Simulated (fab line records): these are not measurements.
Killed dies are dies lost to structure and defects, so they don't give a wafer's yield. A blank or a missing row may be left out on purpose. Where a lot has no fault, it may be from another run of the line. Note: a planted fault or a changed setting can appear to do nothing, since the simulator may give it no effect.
fab line records + flow n5-finfet
record
- lots=4
- wafers=12
- last-day=18
route steps=1938 shown SD_EPI_P@319 SD_ACTIVATION@330 ILD0@335 SDB@347 BEOL_M4@1111 PASSIVATION@1936
lots untouched by any fault: they come from a run of this same line in which no faults occurred
start-h: hours from the record's opening day to when the first of the lot's shown wafers began + wait-h: hours since the lot's step before + " the same as in the row above + L1.1+2: a single row standing in for several wafers + - value missing, or start not given + * or withheld: withheld + < > ~ a bound
route shown NAME@n: NAME is a module with steps in the file, n the number in the route of the first one + usual: mean/standard deviation of fault-free wafers + same: alike in all rows + chamber/n: place in a boat + sites: each site's reading + _std_site: standard deviation across them + _edge_site: mean of outer sites minus mean of inner sites + radius-mm: for every site, how far away it sits from the centre of the wafer + mask NAME#n: copy n + behind: the last tool/chamber to shape the wafer + hold: the reason the lot was held/the length of the hold in hours/how it ended + device: which transistor (n, p or np) failed to switch + end of line: the tests these same wafers got at the end of their route + step lacking rows: just its recipe + killed: the dies lost at the first sort to structure and to defects; this is not the yield of the wafer + map: a wafer's dies, marking killed ones x, the rest . and places with no die _
set.NAME: the setting that was run; set.NAME@STEP: the one run at that earlier step + model.NAME: the simulator's own value behind a step, which no gauge read
lots at some steps of the route; a table a step, a row a wafer
services: when a tool's chamber went out of use (start-h, in hours from the record's first day, below 0 if earlier), for how many hours, and the reason
## steps
# step N5_SD_EPI_P_PRECLEAN_51
# recipe
- chemistry=NF3:NH3
- afs-cycles=1
- temp-c=30
- time-s=20
- sublimation-temp-c=180
- sublimation-time-s=60
- pressure-torr=3
- rf-power-w=30
# step N5_SD_EPI_P_VAPOR_ETCH_44
# recipe
- chemistry=NF3/Ar
- target=SiGe30
- temp-c=25
- time-s=3.3
- mode=isotropic
# step N5_SD_EPI_P_EPI_21
# recipe
- material=SiGe:B
- dopant=B
- temp-c=550
- pressure-torr=20
- ambient=H2
- time-s=355
# step N5_SD_EPI_P_HM_STRIP_48
# recipe
- chemistry=H3PO4
- temp-c=160
- material=SiNx
- target=SiNx
- target-depth-a=30
- overetch-fraction=0.3
# step N5_SD_EPI_P_SRD_49
# recipe
- dry=ipa-marangoni
- time-s=30
- temp-c=23
- rinse-liquid=diw
# step N5_SD_EPI_P_PRECLEAN_24
# recipe
- chemistry=O3/DIW
- time-s=45
- temp-c=22
- o3-ppm=10
# step N5_SD_EPI_P_PRECLEAN_32
# recipe
- chemistry=dHF
- time-s=10
- dilution=500:1
- temp-c=25
# step N5_SD_EPI_P_PRECLEAN_33
# recipe
- chemistry=SC2
- time-s=45
- temp-c=35
- mix=1:1:50
# step N5_SD_EPI_P_SRD_25
# recipe
- time-s=30
- temp-c=23
- rinse-liquid=diw
- dry=ipa-marangoni
# step N5_SD_ACTIVATION_RTA_00
# recipe
- temp-c=975
- time-s=0
- ambient=N2
- idle-temp-c=600
- ramp-up-c-per-s=150
- ramp-down-c-per-s=60
- cool-to-c=600
# step N5_SD_ACTIVATION_LSA_01
# recipe
- temp-c=1080
- time-s=0.0008
- ambient=N2
# usual
- wafer_temp_C_max=1084.9/0.81
| lot.wafer | tool            | chamber | start-h | wait-h | wafer_temp_C_max |
|-----------|-----------------|---------|---------|--------|------------------|
| L533.1    | laser-anneal-02 | 0       | 58.00   | 0.2    | 1085.3           |
| L533.2    | "               | 0       | "       | "      | 1083.9           |
| L533.3    | "               | 0       | "       | "      | 1084.6           |
| L550.2    | laser-anneal-02 | 0       | 160.26  | 0.2    | 1033.4           |
| L550.4    | "               | 0       | "       | "      | 1034.6           |
| L550.5    | "               | 0       | "       | "      | 1035.1           |
| L552.3    | laser-anneal-02 | 0       | 169.72  | 0.2    | 1034.7           |
| L552.4    | "               | 0       | "       | "      | 1033.9           |
| L552.6    | "               | 0       | "       | "      | 1034.9           |
| L556.1    | laser-anneal-01 | 0       | 195.31  | 0.2    | 1085.1           |
| L556.3    | "               | 0       | "       | "      | 1084.0           |
| L556.5    | "               | 0       | "       | "      | 1084.2           |
# step N5_SD_ACTIVATION_RS_MEAS_03
# recipe
- thk-meas-gauge=four-point-probe
# usual
- RS_SD_N=21.9/0.31
- RS_SD_P=56.0/0.76
| lot.wafer | tool          | chamber | start-h | wait-h | RS_SD_N[ohm/sq] | RS_SD_P[ohm/sq] |
|-----------|---------------|---------|---------|--------|-----------------|-----------------|
| L533.1    | film-metro-02 | -       | 58.21   | 0.2    | 22.2            | 56.8            |
| L533.2    | "             | -       | "       | "      | 21.8            | 57.2            |
| L533.3    | "             | -       | "       | "      | 21.7            | 56.7            |
| L550.2    | film-metro-02 | -       | 160.45  | 0.2    | 26.8            | 57.6            |
| L550.4    | "             | -       | "       | "      | 26.9            | 58.0            |
| L550.5    | "             | -       | "       | "      | 27.2            | 58.7            |
| L552.3    | film-metro-01 | -       | 169.90  | 0.2    | 27.0            | 57.4            |
| L552.4    | "             | -       | "       | "      | 26.2            | 57.6            |
| L552.6    | "             | -       | "       | "      | 26.9            | 57.4            |
| L556.1    | film-metro-02 | -       | 195.52  | 0.2    | 22.1            | 55.6            |
| L556.3    | "             | -       | "       | "      | 21.9            | 56.4            |
| L556.5    | "             | -       | "       | "      | 22.1            | 56.0            |
# step N5_ILD0_LINER_00
# recipe
- material=SiNx
- target-thk-a=40
- temp-c=400
- ald-precursor-family=SiH2I2
- ald-co-reactant=N2/H2-plasma
- pulse-time-s=1
- purge-time-s=2
- co-reactant-purge-time-s=2
- ald-cycles=80
- pressure-torr=2
# step N5_ILD0_FCVD_FILL_01
# recipe
- material=SiO2_flowable
- target-thk-a=2000
- temp-c=100
- pressure-torr=0.8
- rf-w=2000
- time-s=328.3
# step N5_ILD0_CURE_02
# recipe
- temp-c=450
- time-s=1800
- ambient=steam
- idle-temp-c=400
- ramp-up-c-per-min=5
- ramp-down-c-per-min=3
- densification-p-h2o-torr=640
# step N5_ILD0_CMP_03
# recipe
- stop-on=SiNx
- t-overpolish-s=1.9
- post-cmp-clean=alkaline-brush
- down-force-psi=4.1491
- platen-rpm=51.796
- pad-velocity-m-s=1.0306
- target-thk-nm=197.38
# step N5_ILD0_CMP_07
# recipe
- stop-on=poly-Si
- material=SiO2_flowable
- t-overpolish-s=1.18
- post-cmp-clean=alkaline-brush
- down-force-psi=4.1491
- platen-rpm=51.796
- pad-velocity-m-s=1.0306
- target-thk-nm=138.88
# step N5_ILD0_PRECLEAN_10
# recipe
- chemistry=NF3:NH3
- afs-cycles=5
- time-s=20
- temp-c=30
- sublimation-temp-c=180
- sublimation-time-s=60
- pressure-torr=3
- rf-power-w=30
# step N5_ILD0_ALD_15
# recipe
- material=SiNx
- target-thk-a=240
- temp-c=400
- ald-precursor-family=SiH2I2
- ald-co-reactant=N2/H2-plasma
- pulse-time-s=1
- ald-cycles=480
- purge-time-s=2
- co-reactant-purge-time-s=2
- pressure-torr=2
# step N5_ILD0_CMP_12
# recipe
- stop-on=poly-Si
- material=SiNx
- t-overpolish-s=6
- post-cmp-clean=alkaline-brush
- down-force-psi=2.5
- platen-rpm=51.8
- pad-velocity-m-s=1.0307
- target-thk-nm=17.67
# step N5_SDB_HM_DEP_00
# recipe
- material=SiNx
- target-thk-a=400
- temp-c=400
- precursor=SiH4/NH3/N2
- pressure-torr=1.5
- rf-w=300
- time-s=35.3
# step N5_SDB_COAT_03
# recipe
- resist=SOC
- temp-c=250
- time-s=60
- spin-rpm=1500
- resist-thk-nm=100
# step N5_SDB_COAT_04
# recipe
- resist=SiARC
- temp-c=220
- time-s=60
- spin-rpm=1500
- resist-thk-nm=18
# step N5_SDB_COAT_05
# recipe
- resist=CAR-ArF
- spin-rpm=1500
- resist-thk-nm=90
# step N5_SDB_EBR_07
# recipe
- solvent=PGMEA
- ebr-width-mm=1.5
# step N5_SDB_SOFTBAKE_06
# recipe
- temp-c=110
- time-s=60
- resist=CAR-ArF
# step N5_SDB_EXPOSE_08
# recipe
- mask-id=SDB
- na=1.35
- source-shape=conventional
- sigma-outer=0.5
- polarization=unpolarized
- dose-mj=49.6
# step N5_SDB_PEB_09
# recipe
- peb-temp-c=withheld
- peb-time-s=60
- resist=CAR-ArF
# step N5_SDB_DEVELOP_10
# recipe
- develop-time-s=30
- developer=TMAH
- resist=CAR-ArF
- rinse-liquid=diw
- dry=air-spin
- dev-temp-c=23
# step N5_SDB_DESCUM_16
# recipe
- chemistry=O2
- time-s=7.9
- source-power-w=50
- bias-power-w=20
- pressure-mtorr=20
- rf-frequency-hz=2.712e+07
- temp-c=40
- resist=CAR-ArF
- o2-flow-sccm=225
# step N5_SDB_ETCH_17
# recipe
- chemistry=CF4
- target=SiARC
- target-depth-a=234
- mask-material=CAR-ArF
- time-s=39
- ion-energy-ev=80
- pressure-mtorr=40
- source-w=545
- bias-w=36
- Ar_flow_sccm=100
- cf4-flow-sccm=100
- ends=cleared
# step N5_BEOL_M4_RC_MEAS_101
# usual
- DIBL_N=36.5/1.8
- DIBL_P=36.5/2.1
- IOFF_N=0.17/0.031
- IOFF_P=0.22/0.036
- ION_N=677/11
- ION_P=463/8
- RC_DENSE_N=18.5/0.5
- RC_N=15.1/0.4
- REXT_N=74.9/1.8
- RS_SD_N=28.4/0.41
- SS_N=71.6/0.61
- SS_P=73.3/0.63
- VT_N=249/3.1
- VT_P=-250/3.3
| lot.wafer | tool      | chamber | start-h | wait-h | DIBL_N[mV/V] | DIBL_P[mV/V] | IOFF_N[nA/um] | IOFF_P[nA/um] | ION_N[uA/um] | ION_P[uA/um] | RC_DENSE_N[ohm.um] | RC_N[ohm.um] | REXT_N[ohm.um] | RS_SD_N[ohm/sq] | SS_N[mV/dec] | SS_P[mV/dec] | VT_N[mV] | VT_P[mV] |
|-----------|-----------|---------|---------|--------|--------------|--------------|---------------|---------------|--------------|--------------|--------------------|--------------|----------------|-----------------|--------------|--------------|----------|----------|
| L533.1    | prober-02 | 0       | 166.08  | 0.0    | 35.4         | 36.4         | 0.16          | 0.21          | 671          | 458          | 18.9               | 15.4         | 75.4           | 28.5            | 71.1         | 73.3         | 247      | -250     |
| L533.2    | "         | 0       | "       | "      | 34.7         | 34.5         | 0.16          | 0.18          | 685          | 461          | 18.7               | 15.4         | 73.7           | 28.5            | 71.2         | 72.8         | 249      | -253     |
| L533.3    | "         | 0       | "       | "      | 36.0         | 36.8         | 0.18          | 0.22          | 684          | 462          | 18.1               | 14.7         | 74.6           | 28.1            | 71.1         | 74.0         | 251      | -248     |
| L550.2    | prober-01 | 0       | 274.33  | 0.2    | 38.3         | 37.8         | 0.22          | 0.26          | 691          | 479          | 21.8               | 17.9         | 80.6           | 33.8            | 71.4         | 73.8         | 243      | -246     |
| L550.4    | "         | 0       | "       | "      | 38.0         | 36.4         | 0.21          | 0.24          | 671          | 455          | 21.9               | 17.8         | 81.9           | 34.0            | 72.1         | 73.4         | 245      | -246     |
| L550.5    | "         | 0       | "       | "      | 38.0         | 37.2         | 0.22          | 0.25          | 689          | 474          | 21.4               | 17.6         | 82.2           | 34.3            | 71.6         | 74.0         | 245      | -247     |
| L552.3    | prober-02 | 0       | 274.69  | 0.3    | 34.8         | 35.4         | 0.15          | 0.24          | 669          | 475          | 22.9               | 18.7         | 85.6           | 33.8            | 71.6         | 71.9         | 248      | -245     |
| L552.4    | "         | 0       | "       | "      | 36.5         | 37.8         | 0.18          | 0.28          | 687          | 483          | 22.2               | 18.1         | 85.2           | 33.4            | 71.8         | 73.7         | 244      | -242     |
| L552.6    | "         | 0       | "       | "      | 37.9         | 40.1         | 0.24          | 0.35          | 698          | 493          | 22.0               | 17.8         | 86.5           | 34.1            | 72.0         | 73.6         | 243      | -240     |
| L556.1    | prober-01 | 0       | 335.04  | 0.0    | 37.1         | 36.0         | 0.16          | 0.22          | 670          | 465          | 18.1               | 14.8         | 73.8           | 28.4            | 72.0         | 72.9         | 251      | -249     |
| L556.3    | "         | 0       | "       | "      | 36.2         | 33.9         | 0.13          | 0.18          | 651          | 451          | 18.3               | 15.0         | 73.0           | 27.9            | 72.0         | 72.9         | 257      | -254     |
| L556.5    | "         | 0       | "       | "      | 37.2         | 35.9         | 0.16          | 0.22          | 662          | 454          | 18.6               | 15.2         | 73.9           | 28.4            | 71.3         | 73.5         | 252      | -250     |
# step N5_PASSIVATION_PROBE_49
# usual
- defect-limited-yield=91.4/1.5
- killed_at_M0_to_M3=35/11
- killed_at_M4_up=16/7
- killed-at-contacts=11/5.3
- killed-at-front-end=37/11
- killed-at-other=3.1/2.8
- killed-dies=102/18
- killed-on-rim=13/3.7
- killed-open=69/15
- killed-short=31/7.8
- sort_bin_5_function=5.1/1.1
- sort_bin_6_memory=3.2/0.69
- sort-n-pass=1078/18
- sort-yield-pct=91.4/1.5
# same
- gross-dies=1180
- killed-at-back-side=0
- sort_bin_4_leakage[%]=0
- sort_bin_8_speed[%]=0
| lot.wafer | tool      | chamber | start-h | wait-h | defect-limited-yield[%] | killed_at_M0_to_M3 | killed_at_M4_up | killed-at-contacts | killed-at-front-end | killed-at-other | killed-dies | killed-on-rim | killed-open | killed-short | sort_bin_5_function[%] | sort_bin_6_memory[%] | sort-n-pass | sort-yield-pct[%] |
|-----------|-----------|---------|---------|--------|-------------------------|--------------------|-----------------|--------------------|---------------------|-----------------|-------------|---------------|-------------|--------------|------------------------|----------------------|-------------|-------------------|
| L533.1    | prober-02 | -       | 265.34  | 0.0    | 89.8                    | 28                 | 23              | 12                 | 55                  | 2               | 120         | 17            | 69          | 48           | 6.5                    | 3.1                  | 1060        | 89.8              |
| L533.2    | prober-02 | -       | 265.39  | 0.1    | 91.3                    | 31                 | 16              | 9                  | 42                  | 5               | 103         | 10            | 77          | 24           | 5.1                    | 3.5                  | 1077        | 91.3              |
| L533.3    | prober-02 | -       | 265.44  | 0.1    | 91.0                    | 19                 | 19              | 22                 | 43                  | 3               | 106         | 7             | 74          | 31           | 4.8                    | 3.6                  | 1074        | 91.0              |
| L556.1    | prober-01 | -       | 438.99  | 0.0    | 93.4                    | 41                 | 2               | 7                  | 19                  | 9               | 78          | 9             | 41          | 35           | 3.5                    | 2.6                  | 1102        | 93.4              |
| L556.3    | prober-01 | -       | 439.09  | 0.1    | 93.6                    | 30                 | 10              | 7                  | 28                  | 1               | 76          | 12            | 51          | 25           | 3.6                    | 2.5                  | 1104        | 93.6              |
| L556.5    | prober-01 | -       | 439.19  | 0.2    | 92.7                    | 41                 | 4               | 6                  | 34                  | 1               | 86          | 9             | 55          | 29           | 4.7                    | 2.3                  | 1094        | 92.7              |
# killed by level:class
L533.1 FIN_SAQP:geometric-particle:open=20 FIN_SAQP:geometric-particle:short=17 BEOL_M4:geometric-particle:open=13 MOL_CONTACT_COAG:geometric-particle:open=8 BEOL_M0_SAQP:geometric-particle:short=8 BEOL_M1:geometric-particle:short=5 STI_FIN_REVEAL:geometric-particle:open=4 BEOL_M0:geometric-particle:open=4
L533.2 FIN_SAQP:geometric-particle:open=15 BEOL_M1:geometric-particle:open=9 BEOL_M4:geometric-particle:open=9 MOL_CONTACT_COAG:geometric-particle:open=8 BEOL_M2:geometric-particle:open=8 FIN_SAQP:geometric-particle:short=5 BEOL_M3:geometric-particle:open=5 BEOL_M0:geometric-particle:open=4
L533.3 MOL_CONTACT_COAG:geometric-particle:open=18 FIN_SAQP:geometric-particle:open=10 STI_FIN_REVEAL:geometric-particle:open=6 BEOL_M2:geometric-particle:open=6 FIN_SAQP:geometric-particle:short=5 BEOL_M5:geometric-particle:open=5 MOL_CONTACT_COAG:geometric-particle:short=4 STARTING-WAFER:geometric-particle:open=4
L556.1 BEOL_M0_SAQP:geometric-particle:short=9 BEOL_M2:geometric-particle:open=9 BEOL_M0_SAQP:geometric-particle:open=7 MOL_CONTACT_COAG:geometric-particle:open=6 BEOL_M1:geometric-particle:short=4 MIM_TOP_ETCH:geometric-particle:open=4 BEOL_M3:geometric-particle:open=4 FIN_SAQP:geometric-particle:short=3
L556.3 FIN_SAQP:geometric-particle:short=10 BEOL_M2:geometric-particle:open=8 BEOL_M3:geometric-particle:open=7 BEOL_M0_SAQP:geometric-particle:short=6 MOL_CONTACT_COAG:geometric-particle:open=5 BEOL_M1:geometric-particle:open=5 ILD0:geometric-particle:open=4 STI_FIN_REVEAL:geometric-particle:open=3
L556.5 BEOL_M0_SAQP:geometric-particle:short=11 BEOL_M0_SAQP:geometric-particle:open=9 FIN_SAQP:geometric-particle:open=8 BEOL_M3:geometric-particle:open=8 BEOL_M2:geometric-particle:open=8 FIN_SAQP:geometric-particle:short=7 DUMMY_GATE:geometric-particle:open=5 STI_FIN_REVEAL:geometric-particle:open=4
## services
| tool            | chamber | start-h | hours | kind   |
|-----------------|---------|---------|-------|--------|
| laser-anneal-02 | -       | 39.51   | 3.2   | repair |
| laser-anneal-02 | -       | 156.66  | 0.8   | repair |
| laser-anneal-01 | -       | 179.79  | 2.4   | repair |
| laser-anneal-02 | -       | 187.75  | 3.6   | pm     |
## key
first-sign
- step=N5_SD_ACTIVATION_LSA_01
- reading=wafer_temp_C_max
- direction=down
- sigmas=62
- usual=*
- struck=*
effect
- step=N5_SD_ACTIVATION_RS_MEAS_03
- reading=RS_SD_N
- direction=up
- sigmas=16
- usual=21.9
- struck=26.8
effect
- step=N5_BEOL_M4_RC_MEAS_101
- reading=RS_SD_N
- direction=up
- sigmas=13
- usual=28.4
- struck=33.9
effect
- step=N5_BEOL_M4_RC_MEAS_101
- reading=RC_N
- direction=up
- sigmas=7.2
- usual=15.1
- struck=18.0
effect
- step=N5_BEOL_M4_RC_MEAS_101
- reading=RC_DENSE_N
- direction=up
- sigmas=6.9
- usual=18.5
- struck=22.0
effect
- step=N5_BEOL_M4_RC_MEAS_101
- reading=REXT_N
- direction=up
- sigmas=5
- usual=74.9
- struck=83.7
met-at N5_SD_ACTIVATION_LSA_01
struck-wafers L550.2,L550.4,L550.5,L552.3,L552.4,L552.6
onset-between 58.00 160.26
fault
- kind=process-parameter-drift
- tool=laser-anneal-02
- chamber=-
- onset-h=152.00
- steps=N5_SD_ACTIVATION_LSA_01
- channel=temp-c
- offset=*
- shape=step
- end-h=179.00
- stated=*
